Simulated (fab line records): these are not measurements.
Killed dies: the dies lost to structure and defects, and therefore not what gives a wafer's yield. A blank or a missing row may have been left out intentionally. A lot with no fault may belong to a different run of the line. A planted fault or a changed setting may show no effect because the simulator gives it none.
Matching of chambers | flow n5-finfet | 4 sister chambers for N5_HKMG_FIN_ALD_74 on ald-hk-03
The step deposits La2O3, target thk 0.5 nm, pulse time 6 s, co reactant pulse time 1 s. 14 wafers are shown with their chamber, then 7 later ones without.

== WAFERS, EACH WITH ITS CHAMBER ==
wafer  | chamber | heater-power-w (W) | precursor-pulse-height-rel
L076.1 | 0       | 371                | 0.994
L076.2 | 1       | 306                | 1.012
L076.4 | 2       | 326                | 1.007
L077.1 | 0       | 383                | 0.998
L077.4 | 1       | 311                | 0.988
L077.5 | 1       | 291                | 1.000
L088.1 | 2       | 323                | 1.009
L088.2 | 3       | 444                | 1.031
L088.5 | 2       | 329                | 1.019
L089.1 | 1       | 301                | 0.987
L089.4 | 2       | 319                | 1.009
L089.5 | 3       | 430                | 1.001
L090.2 | 1       | 309                | 0.943
L090.3 | 2       | 326                | 1.025

SIGNATURES (means of the wafers above)
reading                    | chamber 0 | chamber 1 | chamber 2 | chamber 3 | scatter within a chamber
heater-power-w             | 377.00    | 303.60    | 324.60    | 437.00    | 6.95
precursor-pulse-height-rel | 0.99600   | 0.98600   | 1.01380   | 1.01600   | 0.0185
Rule: a wafer lies at a distance from a chamber equal to the root of the sum of squares, over the readings, of (its reading less the chamber's mean, divided by the reading's scatter). If the next closest chamber is less than 2 further off than the closest, the wafer can't be placed; otherwise it belongs to the closest. The scatter is the square root of a quotient: the sum, over the shown wafers, of each reading's squared deviation from its chamber's mean, divided by wafers minus chambers.

== WAFERS WITH NO CHAMBER GIVEN ==
wafer  | heater-power-w (W) | precursor-pulse-height-rel
L090.5 | 374                | 0.989
L092.2 | 365                | 0.994
L092.4 | 441                | 1.007
L092.5 | 437                | 1.012
L093.3 | 324                | 1.013
L093.5 | 308                | 1.017
L093.6 | 326                | 1.022

== WHICH CHAMBER EACH ONE RAN IN ==
wafer  | from the rows above     | in truth
L090.5 | 0                       | 0
L092.2 | 0                       | 0
L092.4 | 3                       | 3
L092.5 | 3                       | 3
L093.3 | 2                       | 2
L093.5 | can't be placed: 1 or 2 | 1
L093.6 | 2                       | 2
6 of 7 placed correctly. These rows do not allow placing 1 (true chamber among the candidates in 1). Number placed wrongly: 0.
